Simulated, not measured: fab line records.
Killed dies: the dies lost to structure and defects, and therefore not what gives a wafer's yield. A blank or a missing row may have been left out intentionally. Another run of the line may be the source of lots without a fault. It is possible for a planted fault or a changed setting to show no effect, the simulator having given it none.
A struck lot beside a sound one / flow n5 finfet / 18 out of 1938 route steps
Sound: wafers L613.4, L613.5, L613.6. Struck: wafers L621.1, L621.3, L621.5. The cause comes at the end.
Per side, at each step with rows, come the tool, then ch with its chambers, and then its first start. Under that, the readings that differ: sound wafers / struck wafers / difference of the means / sigmas: that difference in standard deviations of wafers without a fault.
alike: same words and numbers on both sides, and readings whose means sit less than 2 such deviations apart. not compared: any withheld reading, any reading some wafer has no value for, any bound like >300 that may hide the same value, and any number with overlapping values for which the record gives no deviation.
Wherever a step has rows on one side only, a row that says differs or no value, or a row with sigmas, the two part there. When numbers do not overlap yet have no deviation, they are printed without sigmas and do not part them. Lack of a reading on every wafer of one side parts them only where that side has two or more wafers.

first, 1 step without rows for these wafers: N5_STI_FIN_REVEAL_SRD_21 (time 30 s).
N5_STI_FIN_REVEAL_OXIDATION_33: chemistry O2 PLASMA REMOTE, time 20 s.
  sound on plasma asher-02 ch 0,1, day 2 18:01; struck on plasma asher-01 ch 1, day 4 20:13
  alike: drypump motor current A, heater power w
  not compared: rf hours counter h
then, 2 steps without rows for these wafers: N5_STI_FIN_REVEAL_CLEAN_19 (cleans in O3/DIW, time 120 s); N5_STI_FIN_REVEAL_SRD_23 (time 30 s).
N5_STI_FIN_REVEAL_CD_MEAS_22: target cd 6.238 nm, pitch 28 nm.
  sound: cd sem-02 at day 2 18:10; struck: cd sem-02 at day 4 20:23
  alike: cd nm
N5_STI_FIN_REVEAL_FIN_H_MEAS_10:
  sound: ocd-01 at day 2 18:11; struck: ocd-02 at day 4 20:25
  alike: trench depth nm
then, 2 steps without rows for these wafers: N5_STI_FIN_REVEAL_PRECLEAN_18 (cleans in SC2, time 45 s); N5_STI_FIN_REVEAL_SRD_28 (time 30 s).
N5_STI_FIN_REVEAL_INSPECT_13: inspects for defects (darkfield).
  sound: defect inspect-01 at day 2 18:17; struck: defect inspect-02 at day 4 20:30
  alike: raw defect count
then, 2 steps without rows for these wafers: N5_DUMMY_GATE_PRECLEAN_00 (cleans in O3/DIW, time 60 s); N5_DUMMY_GATE_SRD_01 (time 30 s).
N5_DUMMY_GATE_ALD_02: deposits SiO2, target thk 2 nm, pulse time 1 s.
  sound on ald sin-04 ch 0,3, day 2 18:22; struck on ald sin-04 ch 0,1, day 4 20:35
  alike: heater power w, precursor pulse height rel
N5_DUMMY_GATE_CVD_03: deposits a-Si from SiH4, target thk 150 nm, time 8042 s.
  sound on lpcvd-01 ch 1/29,1/34,1/39, day 2 18:29; struck on lpcvd-02 ch 1/15,1/25,1/34, day 4 20:42
reading=model.a-Si_of_DUMMY_GATE_CVD_03.thk nm (nm); sound=149.6 147.6 148.8; struck=97.4 97.6 98.2; difference=-50.9; sigmas=
  alike: spike tc top C
then, 2 steps without rows for these wafers: N5_DUMMY_GATE_PRECLEAN_46 (cleans in DIW, time 89.5 s); N5_DUMMY_GATE_SRD_47 (dry time 32 s).
N5_DUMMY_GATE_CMP_04: polishes a-Si.
  sound on cmp-01 ch 1,2,3, day 2 22:17; struck on cmp-04 ch 0,1,2, day 5 00:30
  alike: motor current A, time to endpoint s
  not compared: pad life wafers
N5_BEOL_M4_RC_MEAS_101:
  the record has rows for the sound wafers here (prober-02 ch 0, day 8 03:31) and none for the struck ones
-- the record jumps here: 10 days lie between the struck wafers' starts before and after (it left off in module BEOL_M4 and takes up again in module PASSIVATION, whose first step shown is number 1936 of the route) --
N5_PASSIVATION_PROBE_49:
  sound: prober-02 at day 12 14:33; struck: prober-02 at day 14 19:34
reading=killed at front end; sound=41 31 52; struck=1104 1096 1106; difference=+1061; sigmas=+96
reading=killed dies; sound=104 78 94; struck=1180 1180 1180; difference=+1088; sigmas=+64
reading=killed on rim; sound=10 10 12; struck=152 152 152; difference=+141; sigmas=+34
  alike: killed_at_M0_to_M3, killed_at_M4_up, killed at contacts, killed at other, killed open, killed short

## WHERE THEY PART
Earliest at N5_BEOL_M4_RC_MEAS_101; latest, in this record, at N5_PASSIVATION_PROBE_49.

WHY: what the simulator had put in
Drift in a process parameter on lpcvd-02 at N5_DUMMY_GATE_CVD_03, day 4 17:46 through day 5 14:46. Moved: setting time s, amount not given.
